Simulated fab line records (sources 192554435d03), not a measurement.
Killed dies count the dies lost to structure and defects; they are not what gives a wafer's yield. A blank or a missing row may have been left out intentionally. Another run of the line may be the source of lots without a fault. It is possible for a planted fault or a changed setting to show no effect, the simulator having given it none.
Which tool did it? / flow n5 finfet / 9 lots with 27 wafers sampled at 6 steps, on a route of 1938 steps

WHAT EACH GAUGE READ, for each wafer
N5_MOL_CONTACT_COAG_OVL_MEAS_41.
lot=L846; measured=day 5 23:11; on=overlay-01; VD_OVL (nm)=-0.7 0.1 0.3
lot=L847; measured=day 6 05:47; on=overlay-01; VD_OVL (nm)=0.0 0.9 0.5
lot=L848; measured=day 6 18:09; on=overlay-01; VD_OVL (nm)=0.6 -0.3 0.1
lot=L849; measured=day 6 18:23; on=overlay-02; VD_OVL (nm)=-0.6 -0.5 -0.7
lot=L850; measured=day 6 23:41; on=overlay-02; VD_OVL (nm)=0.2 0.6 0.7
lot=L853; measured=day 7 19:01; on=overlay-02; VD_OVL (nm)=-0.2 0.3 -0.6
lot=L859; measured=day 9 13:08; on=overlay-01; VD_OVL (nm)=12.2 11.5 12.3
lot=L862; measured=day 9 20:56; on=overlay-01; VD_OVL (nm)=11.7 12.6 12.3
lot=L865; measured=day 10 18:22; on=overlay-02; VD_OVL (nm)=0.2 0.5 -0.1

N5_MOL_CONTACT_COAG_INSPECT_42: inspects for defects (brightfield).
lot=L846; measured=day 5 23:15; on=defect inspect-01; raw defect count=146 148 226
lot=L847; measured=day 6 05:51; on=defect inspect-02; raw defect count=175 180 240
lot=L848; measured=day 6 18:12; on=defect inspect-01; raw defect count=200 271 237
lot=L849; measured=day 6 18:26; on=defect inspect-02; raw defect count=134 148 124
lot=L850; measured=day 6 23:45; on=defect inspect-01; raw defect count=194 173 155
lot=L853; measured=day 7 19:04; on=defect inspect-02; raw defect count=144 170 184
lot=L859; measured=day 9 13:11; on=defect inspect-02; raw defect count=301 228 186
lot=L862; measured=day 9 21:00; on=defect inspect-02; raw defect count=136 185 166
lot=L865; measured=day 10 18:25; on=defect inspect-02; raw defect count=164 187 289

N5_BEOL_M4_RC_MEAS_101.
lot=L846; measured=day 8 18:28; on=prober-01; DIBL_N (mV/V)=37.2 38.2 34.9; DIBL_P (mV/V)=39.2 39.4 36.1; IOFF_N (nA/um)=0.161 0.176 0.127; IOFF_P (nA/um)=0.217 0.220 0.173; ION_N (uA/um)=673 674 660; ION_P (uA/um)=462 460 453; SS_N (mV/dec)=71.3 72.0 71.1; SS_P (mV/dec)=73.6 73.9 72.8; VT_N (mV)=252.4 250.6 256.3; VT_P (mV)=-251.4 -250.6 -252.3
lot=L847; measured=day 8 18:59; on=prober-02; DIBL_N (mV/V)=35.9 34.8 36.2; DIBL_P (mV/V)=35.7 34.6 35.7; IOFF_N (nA/um)=0.146 0.130 0.145; IOFF_P (nA/um)=0.173 0.158 0.171; ION_N (uA/um)=668 665 664; ION_P (uA/um)=450 448 456; SS_N (mV/dec)=71.1 70.9 70.9; SS_P (mV/dec)=73.6 73.4 73.4; VT_N (mV)=250.3 251.9 248.6; VT_P (mV)=-254.6 -256.9 -255.1
lot=L848; measured=day 8 22:37; on=prober-01; DIBL_N (mV/V)=34.9 34.0 33.9; DIBL_P (mV/V)=34.8 33.9 33.5; IOFF_N (nA/um)=0.137 0.129 0.126; IOFF_P (nA/um)=0.224 0.204 0.202; ION_N (uA/um)=657 661 660; ION_P (uA/um)=464 463 466; SS_N (mV/dec)=70.6 70.9 71.0; SS_P (mV/dec)=72.8 72.6 72.7; VT_N (mV)=254.1 256.0 249.6; VT_P (mV)=-246.3 -251.0 -251.1
lot=L849; measured=day 9 15:51; on=prober-02; DIBL_N (mV/V)=36.5 34.8 36.1; DIBL_P (mV/V)=36.7 33.9 36.1; IOFF_N (nA/um)=0.155 0.126 0.144; IOFF_P (nA/um)=0.208 0.179 0.205; ION_N (uA/um)=673 664 669; ION_P (uA/um)=460 459 462; SS_N (mV/dec)=71.6 71.2 71.3; SS_P (mV/dec)=73.4 72.0 73.7; VT_N (mV)=250.9 250.4 252.1; VT_P (mV)=-250.0 -253.1 -252.4
lot=L850; measured=day 9 16:14; on=prober-01; DIBL_N (mV/V)=37.1 36.5 36.7; DIBL_P (mV/V)=38.8 37.6 38.3; IOFF_N (nA/um)=0.171 0.168 0.163; IOFF_P (nA/um)=0.237 0.222 0.237; ION_N (uA/um)=675 674 675; ION_P (uA/um)=466 463 464; SS_N (mV/dec)=72.0 71.3 71.5; SS_P (mV/dec)=73.4 73.5 73.5; VT_N (mV)=248.3 247.9 249.0; VT_P (mV)=-246.5 -247.4 -246.5
lot=L853; measured=day 10 14:41; on=prober-02; DIBL_N (mV/V)=35.1 34.4 33.7; DIBL_P (mV/V)=37.2 36.2 35.3; IOFF_N (nA/um)=0.155 0.144 0.133; IOFF_P (nA/um)=0.237 0.221 0.204; ION_N (uA/um)=672 669 662; ION_P (uA/um)=468 458 461; SS_N (mV/dec)=71.5 71.2 71.7; SS_P (mV/dec)=73.1 73.0 72.8; VT_N (mV)=249.5 250.6 252.6; VT_P (mV)=-246.7 -246.5 -252.6
lot=L859; measured=day 12 09:46; on=prober-01; DIBL_N (mV/V)=37.7 37.2 38.2; DIBL_P (mV/V)=37.4 37.2 38.3; IOFF_N (nA/um)=0.158 0.149 0.169; IOFF_P (nA/um)=0.238 0.240 0.260; ION_N (uA/um)=669 665 671; ION_P (uA/um)=463 462 471; SS_N (mV/dec)=72.0 71.5 71.9; SS_P (mV/dec)=73.7 73.4 73.4; VT_N (mV)=249.9 249.9 249.4; VT_P (mV)=-249.9 -250.2 -246.3
lot=L862; measured=day 12 16:26; on=prober-01; DIBL_N (mV/V)=36.9 37.9 37.3; DIBL_P (mV/V)=37.3 38.5 37.8; IOFF_N (nA/um)=0.160 0.186 0.171; IOFF_P (nA/um)=0.221 0.218 0.209; ION_N (uA/um)=665 686 677; ION_P (uA/um)=459 461 460; SS_N (mV/dec)=71.8 71.9 71.3; SS_P (mV/dec)=73.4 73.7 73.5; VT_N (mV)=252.5 247.3 247.6; VT_P (mV)=-247.9 -250.5 -250.5
lot=L865; measured=day 13 09:25; on=prober-01; DIBL_N (mV/V)=32.6 34.9 34.2; DIBL_P (mV/V)=33.7 35.5 34.8; IOFF_N (nA/um)=0.128 0.152 0.143; IOFF_P (nA/um)=0.168 0.209 0.188; ION_N (uA/um)=670 677 679; ION_P (uA/um)=469 471 467; SS_N (mV/dec)=71.4 71.3 71.7; SS_P (mV/dec)=72.8 73.7 73.1; VT_N (mV)=252.5 249.9 251.6; VT_P (mV)=-250.6 -246.6 -253.1

WHAT TOOL EACH LOT RAN ON (gives the tool, then ch and the chambers of the sampled wafers, and finally the start)
lot=L846; N5_MOL_CONTACT_COAG_ETCH_89=rie diel-01 ch 0,2, day 5 22:04; N5_MOL_CONTACT_COAG_STRIP_119=plasma asher-01 ch 0,1, day 5 22:42; N5_MOL_CONTACT_COAG_EXPOSE_37=euv scanner-02 ch 0, day 5 23:01
lot=L847; N5_MOL_CONTACT_COAG_ETCH_89=rie diel-06 ch 1,2,3, day 6 04:40; N5_MOL_CONTACT_COAG_STRIP_119=plasma asher-01 ch 0,1, day 6 05:18; N5_MOL_CONTACT_COAG_EXPOSE_37=euv scanner-02 ch 0, day 6 05:37
lot=L848; N5_MOL_CONTACT_COAG_ETCH_89=rie diel-06 ch 0,1,2, day 6 16:52; N5_MOL_CONTACT_COAG_STRIP_119=plasma asher-02 ch 0,1, day 6 17:32; N5_MOL_CONTACT_COAG_EXPOSE_37=euv scanner-01 ch 0, day 6 17:58
lot=L849; N5_MOL_CONTACT_COAG_ETCH_89=rie diel-04 ch 0,1,3, day 6 17:08; N5_MOL_CONTACT_COAG_STRIP_119=plasma asher-02 ch 0,1, day 6 17:45; N5_MOL_CONTACT_COAG_EXPOSE_37=euv scanner-02 ch 0, day 6 18:13
lot=L850; N5_MOL_CONTACT_COAG_ETCH_89=rie diel-04 ch 0,3, day 6 22:34; N5_MOL_CONTACT_COAG_STRIP_119=plasma asher-02 ch 0,1, day 6 23:11; N5_MOL_CONTACT_COAG_EXPOSE_37=euv scanner-02 ch 0, day 6 23:31
lot=L853; N5_MOL_CONTACT_COAG_ETCH_89=rie diel-04 ch 0,1,2, day 7 17:29; N5_MOL_CONTACT_COAG_STRIP_119=plasma asher-02 ch 0,1, day 7 18:23; N5_MOL_CONTACT_COAG_EXPOSE_37=euv scanner-02 ch 0, day 7 18:50
lot=L859; N5_MOL_CONTACT_COAG_ETCH_89=rie diel-01 ch 0,2,3, day 9 11:50; N5_MOL_CONTACT_COAG_STRIP_119=plasma asher-01 ch 0,1, day 9 12:38; N5_MOL_CONTACT_COAG_EXPOSE_37=euv scanner-02 ch 0, day 9 12:57
lot=L862; N5_MOL_CONTACT_COAG_ETCH_89=rie diel-06 ch 1,2,3, day 9 19:42; N5_MOL_CONTACT_COAG_STRIP_119=plasma asher-01 ch 0,1, day 9 20:19; N5_MOL_CONTACT_COAG_EXPOSE_37=euv scanner-02 ch 0, day 9 20:46
lot=L865; N5_MOL_CONTACT_COAG_ETCH_89=rie diel-04 ch 0,1,2, day 10 17:07; N5_MOL_CONTACT_COAG_STRIP_119=plasma asher-02 ch 0,1, day 10 17:44; N5_MOL_CONTACT_COAG_EXPOSE_37=euv scanner-01 ch 0, day 10 18:11
- N5_MOL_CONTACT_COAG_ETCH_89: etches underlayer in N2/H2, target depth 13 nm, time 10.4 s.
- N5_MOL_CONTACT_COAG_STRIP_119: strips in N2/H2, time 30 s.
- N5_MOL_CONTACT_COAG_EXPOSE_37: exposes mask VD, defocus 0 nm.

AS READ BY THE TOOLS THEMSELVES (means over the sampled wafers that have a number; for cases with no such wafer, the mark the record gives instead)
N5_MOL_CONTACT_COAG_ETCH_89.
lot=L846; tool=rie diel-01; drypump motor current A (A)=5.4; etch rf on time s (s)=10.38; n2 flow sccm (sccm)=200.0; oes product au (a.u.)=0.62; rf vpp V (V)=524.3; showerhead plenum p Torr (Torr)=2.57; throttle valve pct (%)=17.95
lot=L847; tool=rie diel-06; drypump motor current A (A)=5.8; etch rf on time s (s)=10.28; n2 flow sccm (sccm)=200.1; oes product au (a.u.)=0.62; rf vpp V (V)=524.4; showerhead plenum p Torr (Torr)=2.56; throttle valve pct (%)=17.92
lot=L848; tool=rie diel-06; drypump motor current A (A)=5.4; etch rf on time s (s)=10.45; n2 flow sccm (sccm)=199.8; oes product au (a.u.)=0.62; rf vpp V (V)=525.2; showerhead plenum p Torr (Torr)=2.56; throttle valve pct (%)=17.96
lot=L849; tool=rie diel-04; drypump motor current A (A)=5.6; etch rf on time s (s)=10.34; n2 flow sccm (sccm)=199.8; oes product au (a.u.)=0.62; rf vpp V (V)=522.5; showerhead plenum p Torr (Torr)=2.49; throttle valve pct (%)=17.95
lot=L850; tool=rie diel-04; drypump motor current A (A)=5.6; etch rf on time s (s)=10.38; n2 flow sccm (sccm)=199.7; oes product au (a.u.)=0.61; rf vpp V (V)=522.2; showerhead plenum p Torr (Torr)=2.49; throttle valve pct (%)=18.08
lot=L853; tool=rie diel-04; drypump motor current A (A)=5.9; etch rf on time s (s)=10.47; n2 flow sccm (sccm)=199.3; oes product au (a.u.)=0.68; rf vpp V (V)=524.9; showerhead plenum p Torr (Torr)=2.58; throttle valve pct (%)=18.03
lot=L859; tool=rie diel-01; drypump motor current A (A)=5.5; etch rf on time s (s)=10.29; n2 flow sccm (sccm)=199.7; oes product au (a.u.)=0.72; rf vpp V (V)=524.8; showerhead plenum p Torr (Torr)=2.58; throttle valve pct (%)=17.84
lot=L862; tool=rie diel-06; drypump motor current A (A)=5.9; etch rf on time s (s)=10.51; n2 flow sccm (sccm)=199.9; oes product au (a.u.)=0.66; rf vpp V (V)=523.9; showerhead plenum p Torr (Torr)=2.55; throttle valve pct (%)=17.82
lot=L865; tool=rie diel-04; drypump motor current A (A)=5.9; etch rf on time s (s)=10.40; n2 flow sccm (sccm)=200.1; oes product au (a.u.)=0.72; rf vpp V (V)=524.5; showerhead plenum p Torr (Torr)=2.57; throttle valve pct (%)=17.93

N5_MOL_CONTACT_COAG_STRIP_119.
lot=L846; tool=plasma asher-01; drypump motor current A (A)=5.4; heater power w (W)=325; n2 flow sccm (sccm)=1751
lot=L847; tool=plasma asher-01; drypump motor current A (A)=5.4; heater power w (W)=325; n2 flow sccm (sccm)=1745
lot=L848; tool=plasma asher-02; drypump motor current A (A)=6.1; heater power w (W)=317; n2 flow sccm (sccm)=1747
lot=L849; tool=plasma asher-02; drypump motor current A (A)=5.8; heater power w (W)=337; n2 flow sccm (sccm)=1746
lot=L850; tool=plasma asher-02; drypump motor current A (A)=5.8; heater power w (W)=336; n2 flow sccm (sccm)=1753
lot=L853; tool=plasma asher-02; drypump motor current A (A)=5.8; heater power w (W)=336; n2 flow sccm (sccm)=1753
lot=L859; tool=plasma asher-01; drypump motor current A (A)=5.0; heater power w (W)=317; n2 flow sccm (sccm)=1748
lot=L862; tool=plasma asher-01; drypump motor current A (A)=5.0; heater power w (W)=323; n2 flow sccm (sccm)=1747
lot=L865; tool=plasma asher-02; drypump motor current A (A)=6.1; heater power w (W)=326; n2 flow sccm (sccm)=1753

THE ANSWER, worked out from the rows above alone
Rule: the usual values come from the lots themselves. Put in order of their means at a reading, lots are off if they are a third of the lots or fewer, leave a main group of 4 or more, and stand apart from it by a gap of 3 or more times the standard deviation of the main group's means; of several such gaps the widest counts. The tables above print the reading to a certain number of digits; a main group whose means all agree to those digits is not used. A lot without any number at a reading at which 4 lots or more have one is off too. All remaining lots with rows at the step are treated as sound. First the gauges in route order, then the tools' own readings, where a lot's mean is used as printed above. The first step at which some lot is off is used, and at that step the reading that is off furthest; a lot without a number counts as furthest.
Off: L859, L862, at N5_MOL_CONTACT_COAG_OVL_MEAS_41 (VD_OVL). Mean 0.1 nm and standard deviation 0.36 in the main group.
If a tool, at a process step before that reading, ran all the lots that are off and no sound lot after the first of them, it fits. The gauges at N5_MOL_CONTACT_COAG_OVL_MEAS_41 are tried like those tools. Can't be told from this: 3 tools fit, plasma asher-01 at N5_MOL_CONTACT_COAG_STRIP_119, euv scanner-02 at N5_MOL_CONTACT_COAG_EXPOSE_37, overlay-01 at N5_MOL_CONTACT_COAG_OVL_MEAS_41.

WHAT THE SIMULATOR PUT IN
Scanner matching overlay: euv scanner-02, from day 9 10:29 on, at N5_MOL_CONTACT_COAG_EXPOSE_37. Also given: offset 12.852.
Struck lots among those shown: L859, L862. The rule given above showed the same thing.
